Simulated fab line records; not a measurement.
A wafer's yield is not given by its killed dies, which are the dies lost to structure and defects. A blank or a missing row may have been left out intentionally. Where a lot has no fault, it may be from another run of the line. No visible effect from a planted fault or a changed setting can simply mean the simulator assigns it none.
fab line records	flow n5Finfet
record: lots: 7	wafers: 21	lastDay: 17
route steps=1938 shown BEOL_M5@1120
lots with no fault: from the same line, run without faults
startH: start of the lot's first displayed wafer, in hours after the record's first day	waitH: hours since the lot's step before	" the same as in the row above	L1.1+2: one row covering several wafers at once	- either no value or no given start	* or withheld: withheld	< > ~ a bound
route shown NAME@n: names a module that has steps shown in the file, with the first one's number in the route	usual: average and standard deviation across the fault-free wafers	same: alike in all rows	chamber/n: place in a boat	sites: readings site by site	_std_site: how widely they spread, as a standard deviation	_edge_site: inner sites' mean taken away from outer sites' mean	radiusMm: how far each site lies from the wafer's centre	mask NAME#n: copy n	behind: tool/chamber where the wafer was last shaped	hold: cause of the lot's hold/its duration in hours/its outcome	device: transistor that didn't switch, given as n, p or np	end of line: the same wafers' tests at the end of the route	for a step that has no rows: nothing shown but its recipe	killed: dies lost to structure and defects at the first sort, not the wafer's yield	map: dies across one wafer; x = killed, . = not, _ = none there
set.NAME: the setting as run; set.NAME@STEP: as run at that earlier step	model.NAME: the simulator's own value behind a step, which no gauge read
certain route steps with their lots: each step a table, each wafer a row
services: a tool's chamber out of use, with start hour (startH, from the record's first day; less than 0 if before it), hours out, and reason
== steps ==
step: N5_BEOL_M5_COAT_05
recipe: resist: CAR-EUV	spinRpm: 1500	resistThkNm: 30
step: N5_BEOL_M5_EBR_07
recipe: solvent: PGMEA	ebrWidthMm: 1.5
step: N5_BEOL_M5_SOFTBAKE_06
recipe: tempC: 110	timeS: 60	resist: CAR-EUV
step: N5_BEOL_M5_EXPOSE_08
recipe: maskId: M5	na: 0.33	sourceShape: annular	sigmaInner: 0.4	sigmaOuter: 0.8	polarization: unpolarized	targetCdNm: 28	doseMj: 35.75
step: N5_BEOL_M5_PEB_09
recipe: pebTempC: 100	pebTimeS: 60	resist: CAR-EUV
step: N5_BEOL_M5_DEVELOP_10
recipe: developTimeS: 30	developer: TMAH	resist: CAR-EUV	rinseLiquid: surfactantRinse	dry: airSpin	devTempC: 23
step: N5_BEOL_M5_CD_MEAS_11
recipe: targetCdNm: 27.74	landingEnergyEv: 500	detector: seInlens
usual: cdNm: 28.03/0.29
lot.wafer	tool	chamber	startH	waitH	cdNm
L866.3	cdSem-03	0	204.50	-	27.72
L866.4	"	0	"	"	27.24
L866.5	"	0	"	"	27.64
L872.1	cdSem-03	0	237.92	-	28.05
L872.5	"	0	"	"	28.32
L872.6	"	0	"	"	27.69
L874.1	cdSem-02	0	258.63	-	27.69
L874.3	"	0	"	"	27.54
L874.6	"	0	"	"	27.78
L875.1	cdSem-03	0	259.52	-	27.96
L875.4	"	0	"	"	27.68
L875.5	"	0	"	"	27.50
L880.2	cdSem-01	0	285.34	-	27.77
L880.3	"	0	"	"	27.76
L880.5	"	0	"	"	27.83
L881.3	cdSem-02	0	288.07	-	28.06
L881.4	"	0	"	"	27.63
L881.5	"	0	"	"	27.76
L883.2	cdSem-01	0	312.21	-	27.51
L883.4	"	0	"	"	28.09
L883.6	"	0	"	"	28.09
step: N5_BEOL_M5_OVL_MEAS_12
recipe: pointsPerWafer: 522
usual: M5_OVL: 0.0/0.57
lot.wafer	tool	chamber	startH	waitH	M5_OVL[nm]
L866.3	overlay-02	0	204.54	0.0	-0.7
L866.4	"	0	"	"	0.0
L866.5	"	0	"	"	0.0
L872.1	overlay-01	0	237.95	0.0	-0.2
L872.5	"	0	"	"	-0.3
L872.6	"	0	"	"	-0.5
L874.1	overlay-01	0	258.66	0.0	0.3
L874.3	"	0	"	"	0.1
L874.6	"	0	"	"	0.4
L875.1	overlay-01	0	259.55	0.0	0.2
L875.4	"	0	"	"	-0.5
L875.5	"	0	"	"	0.2
L880.2	overlay-02	0	285.38	0.0	0.3
L880.3	"	0	"	"	1.5
L880.5	"	0	"	"	0.7
L881.3	overlay-01	0	288.11	0.0	-0.4
L881.4	"	0	"	"	0.3
L881.5	"	0	"	"	-0.6
L883.2	overlay-01	0	312.25	0.0	0.8
L883.4	"	0	"	"	0.4
L883.6	"	0	"	"	1.1
step: N5_BEOL_M5_INSPECT_13
recipe: mode: adi	inspectInstrument: brightfield
usual: rawDefectCount: 420/100
lot.wafer	tool	chamber	startH	waitH	rawDefectCount
L866.3	defectInspect-02	-	204.58	0.0	335
L866.4	"	-	"	"	466
L866.5	"	-	"	"	433
L872.1	defectInspect-01	-	238.01	0.1	374
L872.5	"	-	"	"	355
L872.6	"	-	"	"	303
L874.1	defectInspect-02	-	258.72	0.1	541
L874.3	"	-	"	"	465
L874.6	"	-	"	"	354
L875.1	defectInspect-02	-	259.62	0.1	578
L875.4	"	-	"	"	451
L875.5	"	-	"	"	481
L880.2	defectInspect-01	-	285.43	0.0	457
L880.3	"	-	"	"	351
L880.5	"	-	"	"	339
L881.3	defectInspect-02	-	288.15	0.0	403
L881.4	"	-	"	"	434
L881.5	"	-	"	"	360
L883.2	defectInspect-02	-	312.31	0.1	296
L883.4	"	-	"	"	400
L883.6	"	-	"	"	269
step: N5_BEOL_M5_DESCUM_16
recipe: chemistry: O2	timeS: 7	sourcePowerW: 50	biasPowerW: 20	pressureMtorr: 20	rfFrequencyHz: 2.712e+07	tempC: 40	resist: CAR-EUV	o2FlowSccm: 225
usual: drypumpMotorCurrentA: 5.77/0.3	oesProductAu: 0.76/0.056	rfVppV: 243.1/1.4	showerheadPlenumPTorr: 2.09/0.072	throttleValvePct: 20.50/0.21
lot.wafer	tool	chamber	startH	waitH	drypumpMotorCurrentA	oesProductAu	rfHoursCounterH	rfVppV	showerheadPlenumPTorr	throttleValvePct
L866.3	rieDiel-04	0	204.62	0.0	5.72	0.79	111	244.6	2.13	20.63
L866.4	"	3	"	"	5.03	0.77	128	244.0	2.09	19.96
L866.5	"	2	"	"	6.06	0.68	-	240.6	1.98	20.47
L872.1	rieDiel-03	2	238.65	0.6	5.67	0.75	164	243.7	2.16	20.69
L872.5	"	2	"	"	5.69	0.74	-	244.4	2.16	20.67
L872.6	"	3	"	"	5.89	0.69	-	242.4	2.07	20.62
L874.1	rieDiel-03	2	258.78	0.1	5.66	0.73	171	245.0	2.16	20.68
L874.3	"	1	"	"	5.38	0.79	129	242.2	2.09	20.18
L874.6	"	3	"	"	5.92	0.68	-	242.7	2.07	20.61
L875.1	rieDiel-01	3	259.66	0.0	5.68	0.75	162	242.2	1.98	20.50
L875.4	"	0	"	"	5.82	0.81	74	242.9	2.14	20.30
L875.5	"	1	"	"	5.92	0.71	-	240.6	2.00	20.76
L880.2	rieDiel-03	2	285.46	0.0	5.63	0.73	179	244.3	2.15	20.71
L880.3	"	3	"	"	5.85	0.68	248	242.0	2.06	20.64
L880.5	"	1	"	"	5.35	0.79	-	242.9	2.09	20.18
L881.3	rieDiel-03	0	288.19	0.0	5.77	0.82	77	244.1	2.19	20.64
L881.4	"	1	"	"	5.36	0.78	136	244.0	2.09	20.18
L881.5	"	3	"	"	5.89	0.68	-	243.0	2.06	20.64
L883.2	rieDiel-03	2	312.34	0.0	5.65	0.71	190	243.3	2.15	20.71
L883.4	"	0	"	"	5.66	0.81	-	245.6	2.19	20.67
L883.6	"	2	"	"	5.67	0.72	-	244.5	2.15	20.71
step: N5_BEOL_M5_ETCH_72
recipe: chemistry: N2/H2	target: underlayer	targetDepthA: 65	maskMaterial: CAR-EUV	timeS: 5.2	ionEnergyEv: 200	pressureMtorr: 30	sourceW: 840	biasW: 150	n2FlowSccm: 200	h2FlowSccm: 200	ends: cleared
usual: biasW: 150.0/0.44	chamberPressureMTorr: 30.00/0.042	drypumpMotorCurrentA: 5.8/0.3	etchRfOnTimeS: 5.15/0.16	oesProductAu: 0.65/0.047	rfVppV: 523.8/2.9	showerheadPlenumPTorr: 2.54/0.085	throttleValvePct: 17.91/0.25
lot.wafer	tool	chamber	startH	waitH	biasW	chamberPressureMTorr	drypumpMotorCurrentA	etchRfOnTimeS	oesProductAu	rfHoursCounterH	rfVppV	showerheadPlenumPTorr	throttleValvePct
L866.3	rieDiel-04	0	204.65	0.0	150.4	29.98	5.8	5.21	0.67	111	525.0	2.54	17.69
L866.4	"	3	"	"	150.5	30.03	5.1	5.28	0.67	128	524.7	2.56	17.51
L866.5	"	2	"	"	149.7	30.09	6.0	5.25	0.59	-	519.9	2.42	18.09
L872.1	rieDiel-03	2	238.68	0.0	150.3	29.93	5.7	5.05	0.65	164	526.5	2.63	18.10
L872.5	"	2	"	"	150.7	30.02	5.7	5.06	0.65	-	527.8	2.63	18.09
L872.6	"	3	"	"	150.2	30.03	6.0	5.13	0.60	-	524.1	2.52	18.12
L874.1	rieDiel-03	2	258.81	0.0	149.2	29.99	5.6	5.06	0.64	171	527.2	2.63	18.08
L874.3	"	1	"	"	149.5	30.01	5.4	5.20	0.68	129	523.7	2.54	17.60
L874.6	"	3	"	"	149.6	30.00	5.9	5.10	0.60	-	521.6	2.51	18.13
L875.1	rieDiel-01	3	259.69	0.0	150.2	29.93	5.7	5.37	0.63	162	521.8	2.43	18.03
L875.4	"	0	"	"	150.1	30.02	5.8	5.35	0.70	74	523.4	2.58	17.65
L875.5	"	1	"	"	149.5	30.06	5.9	4.92	0.61	-	520.1	2.43	18.33
L880.2	rieDiel-03	2	285.50	0.0	149.9	30.05	5.6	5.13	0.64	179	528.0	2.62	18.11
L880.3	"	3	"	"	150.4	29.97	5.9	5.20	0.59	248	525.7	2.51	18.14
L880.5	"	1	"	"	150.0	30.01	5.3	5.19	0.66	-	523.5	2.53	17.64
L881.3	rieDiel-03	0	288.22	0.0	149.6	30.03	5.7	5.28	0.69	77	525.2	2.68	18.09
L881.4	"	1	"	"	150.5	30.03	5.3	5.28	0.66	136	523.4	2.53	17.63
L881.5	"	3	"	"	150.2	29.96	5.9	5.18	0.58	-	523.1	2.51	18.12
L883.2	rieDiel-03	2	312.38	0.0	150.6	29.93	5.6	5.16	0.62	190	526.5	2.62	18.12
L883.4	"	0	"	"	149.2	29.97	5.7	5.21	0.70	-	528.3	2.67	18.08
L883.6	"	2	"	"	149.9	30.01	5.6	5.14	0.63	-	526.0	2.62	18.11
step: N5_BEOL_M5_ETCH_61
recipe: chemistry: CF4	target: SiARC	targetDepthA: 156	maskMaterial: CAR-EUV	timeS: 26	ionEnergyEv: 80	pressureMtorr: 40	sourceW: 545	biasW: 36	Ar_flow_sccm: 100	cf4FlowSccm: 100	ends: cleared
usual: biasW: 35.98/0.11	cf4FlowSccm: 99.97/0.3	drypumpMotorCurrentA: 5.8/0.3	etchRfOnTimeS: 25.8/0.72	oesProductAu: 0.65/0.047	rfVppV: 183.9/1.1	showerheadPlenumPTorr: 2.14/0.071	throttleValvePct: 15.71/0.21
lot.wafer	tool	chamber	startH	waitH	biasW	cf4FlowSccm	drypumpMotorCurrentA	etchRfOnTimeS	oesProductAu	rfHoursCounterH	rfVppV	showerheadPlenumPTorr	throttleValvePct
L866.3	rieDiel-04	0	204.67	0.0	35.96	99.92	5.7	26.1	0.66	111	182.8	2.15	15.62
L866.4	"	3	"	"	35.94	99.81	5.0	26.5	0.67	128	184.0	2.15	15.32
L866.5	"	2	"	"	36.03	99.55	6.1	26.2	0.59	-	184.5	2.04	15.80
L872.1	rieDiel-03	2	238.70	0.0	36.08	99.91	5.6	25.3	0.65	164	186.2	2.23	15.96
L872.5	"	2	"	"	35.92	99.40	5.7	25.5	0.64	-	184.4	2.23	15.96
L872.6	"	3	"	"	36.00	99.89	6.0	25.5	0.60	-	183.8	2.13	15.92
L874.1	rieDiel-03	2	258.83	0.0	35.95	100.32	5.7	25.5	0.63	171	184.1	2.22	15.98
L874.3	"	1	"	"	35.85	99.40	5.3	26.0	0.67	129	183.6	2.15	15.48
L874.6	"	3	"	"	35.95	99.94	5.9	25.2	0.60	-	184.5	2.13	15.96
L875.1	rieDiel-01	3	259.71	0.0	35.95	99.76	5.7	27.0	0.63	162	182.7	2.06	15.84
L875.4	"	0	"	"	35.80	100.35	5.8	27.2	0.69	74	183.7	2.18	15.44
L875.5	"	1	"	"	35.89	99.89	5.9	25.5	0.61	-	183.9	2.05	15.85
L880.2	rieDiel-03	2	285.52	0.0	36.13	99.48	5.6	25.9	0.63	179	184.5	2.22	16.00
L880.3	"	3	"	"	36.12	99.95	5.9	25.6	0.59	248	183.2	2.13	15.97
L880.5	"	1	"	"	35.88	100.85	5.3	26.1	0.66	-	185.1	2.15	15.49
L881.3	rieDiel-03	0	288.24	0.0	36.22	99.95	5.7	26.1	0.71	77	185.0	2.25	15.80
L881.4	"	1	"	"	35.86	100.18	5.4	26.4	0.66	136	184.6	2.15	15.48
L881.5	"	3	"	"	35.86	100.10	5.9	25.6	0.59	-	183.7	2.13	15.95
L883.2	rieDiel-03	2	312.39	0.0	35.83	99.45	5.6	26.0	0.62	190	183.9	2.22	16.02
L883.4	"	0	"	"	35.86	99.67	5.7	26.3	0.69	-	184.8	2.24	15.80
L883.6	"	2	"	"	36.06	99.75	5.7	25.9	0.63	-	185.4	2.22	16.02
step: N5_BEOL_M5_ETCH_62
recipe: chemistry: N2/H2	target: SOC	targetDepthA: 750	overetchA: 150	maskMaterial: SiARC	tempC: 40	timeS: 112.5	ionEnergyEv: 200	pressureMtorr: 30	sourceW: 840	biasW: 150	n2FlowSccm: 200	h2FlowSccm: 200
usual: biasW: 150.0/0.44	chamberPressureMTorr: 30.006/0.025	drypumpMotorCurrentA: 5.8/0.3	oesProductAu: 0.60/0.043	rfVppV: 523.7/2.6	showerheadPlenumPTorr: 2.54/0.085	throttleValvePct: 17.87/0.25
lot.wafer	tool	chamber	startH	waitH	biasW	chamberPressureMTorr	drypumpMotorCurrentA	oesProductAu	rfHoursCounterH	rfVppV	showerheadPlenumPTorr	throttleValvePct	model.SiARC_of_BEOL_M5_COAT_60.thkNm	model.underlayer_of_BEOL_M5_COAT_71.thkNm
L866.3	rieDiel-04	0	204.70	0.0	150.4	29.997	5.7	0.62	111	524.5	2.54	17.65	7	0
L866.4	"	3	"	"	149.7	30.007	5.1	0.62	128	524.0	2.56	17.47	6.8	0
L866.5	"	2	"	"	150.8	29.993	6.1	0.55	-	519.9	2.42	18.05	6.8	0
L872.1	rieDiel-03	2	238.73	0.0	-	-	-	-	-	-	-	-	12	5
L872.5	"	2	"	"	-	-	-	-	-	-	-	-	12	5
L872.6	"	3	"	"	-	-	-	-	-	-	-	-	12	5
L874.1	rieDiel-03	2	258.86	0.0	-	-	-	-	-	-	-	-	12	5
L874.3	"	1	"	"	-	-	-	-	-	-	-	-	12	5
L874.6	"	3	"	"	-	-	-	-	-	-	-	-	12	5
L875.1	rieDiel-01	3	259.73	0.0	-	-	-	-	-	-	-	-	12	5
L875.4	"	0	"	"	-	-	-	-	-	-	-	-	12	5
L875.5	"	1	"	"	-	-	-	-	-	-	-	-	12	5
L880.2	rieDiel-03	2	285.54	0.0	149.2	30.010	5.7	0.58	179	524.5	2.62	18.06	6.6	0
L880.3	"	3	"	"	150.0	30.008	5.9	0.55	248	522.4	2.51	18.11	6.8	0
L880.5	"	1	"	"	150.3	29.986	5.3	0.62	-	524.8	2.53	17.58	6.8	0
L881.3	rieDiel-03	0	288.27	0.0	149.5	29.987	5.7	0.65	77	527.1	2.68	18.04	6.6	0
L881.4	"	1	"	"	150.0	30.033	5.4	0.62	136	523.4	2.53	17.59	6.8	0
L881.5	"	3	"	"	149.3	30.021	5.9	0.54	-	520.7	2.51	18.10	6.8	0
L883.2	rieDiel-03	2	312.42	0.0	149.9	30.000	5.6	0.57	190	526.2	2.62	18.07	6.6	0
L883.4	"	0	"	"	150.6	30.003	5.8	0.65	-	528.1	2.67	18.08	6.6	0
L883.6	"	2	"	"	150.7	30.059	5.6	0.58	-	525.4	2.62	18.07	6.6	0
step: N5_BEOL_M5_STRIP_63
recipe: chemistry: N2/H2	tempC: 40	n2FlowSccm: 200	h2FlowSccm: 200	rfFrequencyHz: 6e+07
step: N5_BEOL_M5_STRIP_73
recipe: chemistry: N2/H2	tempC: 40	n2FlowSccm: 200	h2FlowSccm: 200	rfFrequencyHz: 6e+07
step: N5_BEOL_M5_STRIP_64
recipe: chemistry: CF4	resist: SiARC	powerW: 300	biasPowerW: 75	pressureMtorr: 50	cf4FlowSccm: 150	rfFrequencyHz: 6e+07
usual: drypumpMotorCurrentA: 5.76/0.3	oesProductAu: 0.75/0.055	rfVppV: 271.0/1.5	showerheadPlenumPTorr: 1.79/0.056	throttleValvePct: 13.67/0.21
lot.wafer	tool	chamber	startH	waitH	drypumpMotorCurrentA	oesProductAu	rfHoursCounterH	rfVppV	showerheadPlenumPTorr	throttleValvePct
L866.3	rieDiel-04	0	204.82	0.0	5.73	0.77	111	271.4	1.81	13.66
L866.4	"	3	"	"	5.05	0.77	128	270.3	1.81	13.36
L866.5	"	2	"	"	6.05	0.70	-	268.5	1.72	13.85
L872.1	rieDiel-03	2	238.86	0.0	5.64	0.74	165	272.1	1.84	13.86
L872.5	"	2	"	"	5.64	0.75	-	272.2	1.84	13.86
L872.6	"	3	"	"	5.92	0.68	-	271.1	1.79	13.92
L874.1	rieDiel-03	2	258.99	0.0	5.65	0.74	171	271.6	1.84	13.87
L874.3	"	1	"	"	5.34	0.78	129	270.7	1.78	13.38
L874.6	"	3	"	"	5.94	0.68	-	272.4	1.79	13.92
L875.1	rieDiel-01	3	259.86	0.0	5.72	0.74	162	270.6	1.72	13.81
L875.4	"	0	"	"	5.75	0.82	74	273.4	1.83	13.42
L875.5	"	1	"	"	5.92	0.70	-	269.8	1.71	13.81
L880.2	rieDiel-03	2	285.67	0.0	5.63	0.73	179	271.4	1.84	13.90
L880.3	"	3	"	"	5.89	0.68	248	269.0	1.78	13.94
L880.5	"	1	"	"	5.36	0.77	-	271.4	1.78	13.42
L881.3	rieDiel-03	0	288.39	0.0	5.73	0.82	77	273.1	1.88	13.73
L881.4	"	1	"	"	5.35	0.78	136	271.7	1.78	13.41
L881.5	"	3	"	"	5.88	0.67	-	271.1	1.78	13.94
L883.2	rieDiel-03	2	312.55	0.0	5.67	0.72	190	272.0	1.84	13.92
L883.4	"	0	"	"	5.75	0.81	-	271.8	1.88	13.75
L883.6	"	2	"	"	5.65	0.73	-	272.5	1.84	13.93
step: N5_BEOL_M5_HM_OPEN_17
recipe: chemistry: Cl2/BCl3	targetDepthA: 200	overetchA: 60	target: TiN	maskMaterial: SOC	ionEnergyEv: 150	pressureMtorr: 10	icpW: 1000	biasW: 126	Cl2_flow_sccm: 53.25	bcl3FlowSccm: 21.75	Ar_flow_sccm: 25
usual: bcl3FlowSccm: 21.75/0.066	drypumpMotorCurrentA: 5.6/0.44	heBacksideLeakSccm: 3.5/0.4	oesProductAu: 0.67/0.079	throttleValvePct: 22.01/0.26
lot.wafer	tool	chamber	startH	waitH	bcl3FlowSccm	drypumpMotorCurrentA	heBacksideLeakSccm	oesProductAu	rfHoursCounterH	throttleValvePct
L866.3	rieMetal-03	1	204.89	0.1	21.80	5.6	3.4	0.62	-	21.67
L866.4	"	0	"	"	21.86	5.3	3.4	0.60	-	21.97
L866.5	"	1	"	"	21.81	5.6	3.4	0.62	-	21.68
L872.1	rieMetal-02	0	238.90	0.0	21.75	5.6	3.4	0.31	33	23.16
L872.5	"	1	"	"	21.70	6.5	3.5	0.35	-	22.59
L872.6	"	0	"	"	21.76	5.6	3.5	0.30	-	23.16
L874.1	rieMetal-03	1	259.03	0.0	21.77	5.6	3.2	0.27	72	22.32
L874.3	"	1	"	"	21.82	5.6	3.4	0.27	-	22.31
L874.6	"	1	"	"	21.82	5.6	3.4	0.27	-	22.31
L875.1	rieMetal-03	1	259.90	0.0	21.66	5.6	3.3	0.27	72	22.31
L875.4	"	0	"	"	21.81	5.3	3.6	0.26	-	22.67
L875.5	"	1	"	"	21.64	5.6	3.5	0.26	-	22.32
L880.2	rieMetal-02	0	285.71	0.0	21.75	5.5	3.4	0.68	38	22.52
L880.3	"	0	"	"	21.71	5.5	3.4	0.69	-	22.51
L880.5	"	1	"	"	21.82	6.5	3.6	0.78	-	21.92
L881.3	rieMetal-03	1	288.46	0.1	21.82	5.6	3.3	0.60	-	21.69
L881.4	"	0	"	"	21.84	5.3	3.2	0.58	-	22.02
L881.5	"	1	"	"	21.74	5.6	3.4	0.60	-	21.68
L883.2	rieMetal-01	1	312.59	0.0	21.73	5.7	3.6	0.71	22	21.96
L883.4	"	1	"	"	21.78	5.7	3.5	0.72	-	21.97
L883.6	"	0	"	"	21.59	5.0	3.1	0.71	-	22.18
step: N5_BEOL_M5_STRIP_19
recipe: chemistry: O2	powerW: 400	tempC: 40	pressureMtorr: 30	rfFrequencyHz: 6e+07	biasPowerW: 0	overashFraction: 0.2	o2FlowSccm: 225
usual: drypumpMotorCurrentA: 5.76/0.29	oesProductAu: 0.76/0.052	rfVppV: 3.6/0.49	showerheadPlenumPTorr: 2.10/0.071	throttleValvePct: 16.75/0.19
lot.wafer	tool	chamber	startH	waitH	drypumpMotorCurrentA	oesProductAu	rfHoursCounterH	rfVppV	showerheadPlenumPTorr	throttleValvePct
L866.3	rieDiel-03	0	204.97	0.1	5.73	0.87	51	2.9	2.21	16.78
L866.4	"	2	"	"	5.66	0.76	155	3.7	2.17	16.92
L866.5	"	3	"	"	5.88	0.71	-	3.7	2.08	16.88
L872.1	rieDiel-03	0	239.14	0.2	5.74	0.84	61	3.4	2.20	16.80
L872.5	"	1	"	"	5.37	0.79	-	3.3	2.10	16.46
L872.6	"	2	"	"	5.65	0.74	-	3.4	2.16	16.94
L874.1	rieDiel-03	0	259.14	0.1	5.72	0.83	68	4.0	2.20	16.81
L874.3	"	3	"	"	5.93	0.68	240	4.0	2.07	16.93
L874.6	"	1	"	"	5.32	0.79	-	3.8	2.09	16.48
L875.1	rieDiel-01	2	260.01	0.1	6.36	0.71	199	3.0	2.18	16.78
L875.4	"	1	"	"	5.92	0.71	216	3.8	2.01	16.98
L875.5	"	0	"	"	5.84	0.81	-	3.5	2.15	16.53
L880.2	rieDiel-01	0	285.95	0.2	5.76	0.80	83	4.5	2.15	16.56
L880.3	"	2	"	"	6.31	0.70	207	3.2	2.18	16.81
L880.5	"	1	"	"	5.92	0.71	-	4.4	2.01	17.00
L881.3	rieDiel-03	0	288.55	0.1	5.71	0.83	77	3.4	2.20	16.81
L881.4	"	2	"	"	5.67	0.72	179	3.2	2.16	16.98
L881.5	"	1	"	"	5.38	0.78	-	3.1	2.09	16.51
L883.2	rieDiel-03	2	312.71	0.1	5.66	0.72	190	3.1	2.15	16.98
L883.4	"	0	"	"	5.75	0.81	-	3.7	2.19	16.84
L883.6	"	2	"	"	5.66	0.73	-	4.2	2.15	16.98
step: N5_BEOL_M5_CD_MEAS_18
recipe: pitchNm: 56	targetCdNm: 28
usual: cdNm: 28.1/0.43
lot.wafer	tool	chamber	startH	waitH	cdNm
L866.3	cdSem-01	-	205.05	0.1	27.6
L866.4	"	-	"	"	27.5
L866.5	"	-	"	"	28.1
L872.1	cdSem-02	-	239.21	0.0	-
L872.5	"	-	"	"	-
L872.6	"	-	"	"	-
L874.1	cdSem-02	-	259.21	0.0	-
L874.3	"	-	"	"	-
L874.6	"	-	"	"	-
L875.1	cdSem-02	-	260.08	0.0	-
L875.4	"	-	"	"	-
L875.5	"	-	"	"	-
L880.2	cdSem-02	-	286.02	0.1	27.5
L880.3	"	-	"	"	27.5
L880.5	"	-	"	"	28.2
L881.3	cdSem-02	-	288.62	0.1	28.9
L881.4	"	-	"	"	28.4
L881.5	"	-	"	"	28.2
L883.2	cdSem-03	-	312.79	0.1	27.9
L883.4	"	-	"	"	28.9
L883.6	"	-	"	"	28.2
step: N5_BEOL_M5_COAT_65
recipe: resist: SOC	tempC: 250	timeS: 60	spinRpm: 1500	resistThkNm: 60
== services ==
tool	chamber	startH	hours	kind
rieMetal-02	-	198.86	2.8	pm
rieDiel-01	-	207.15	2.3	repair
rieDiel-01	-	229.78	2.5	repair
rieDiel-03	-	262.64	0.5	repair
rieMetal-03	-	272.79	0.3	repair
rieDiel-04	0	289.58	7.4	repair
rieDiel-03	3	292.15	-	clean
rieDiel-03	3	292.15	-	consumableReplace:focusRing
rieDiel-03	3	292.15	28.0	scheduledDown
rieDiel-03	3	292.15	28.0	ventCycle
rieMetal-02	-	297.91	1.1	repair
rieDiel-04	2	306.17	5.3	repair
rieDiel-04	2	311.66	-	clean
rieDiel-04	2	311.66	-	consumableReplace:focusRing
rieDiel-04	2	311.66	-	consumableReplace:showerhead
rieDiel-04	2	311.66	12.8	scheduledDown
rieDiel-04	2	311.66	12.8	ventCycle
== key ==
firstSign: step: N5_BEOL_M5_ETCH_62	reading: toolRecord	direction: missing
effect: step: N5_BEOL_M5_HM_OPEN_17	reading: oesProductAu	direction: down	sigmas: 5	usual: 0.67	struck: 0.28
effect: step: N5_BEOL_M5_CD_MEAS_18	reading: cdNm	direction: missing
modelEffect: step: N5_BEOL_M5_ETCH_62	value: SiARC_of_BEOL_M5_COAT_60.thkNm	without: 6.689	struck: 12
metAt N5_BEOL_M5_ETCH_62
struckWafers L872.1,L872.5,L872.6,L874.1,L874.3,L874.6,L875.1,L875.4,L875.5
laterRowsLeftOut L872.1,L872.5,L872.6,L874.1,L874.3,L874.6,L875.1,L875.4,L875.5
sortLeftOut L872.1,L872.5,L872.6,L874.1,L874.3,L874.6,L875.1,L875.4,L875.5
fault: kind: skippedStepWhole	tool: rieDiel-01,rieDiel-03	chamber: -	onsetH: 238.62	steps: N5_BEOL_M5_ETCH_62	scope: struckLotsOnly
sortLeftOut: the simulated sort isn't trusted on such a fault, so these wafers' sort isn't shown, and their yield isn't known
laterRowsLeftOut: the simulator's readings of these wafers behind a module that went badly wrong aren't trusted and aren't shown, but for the sort
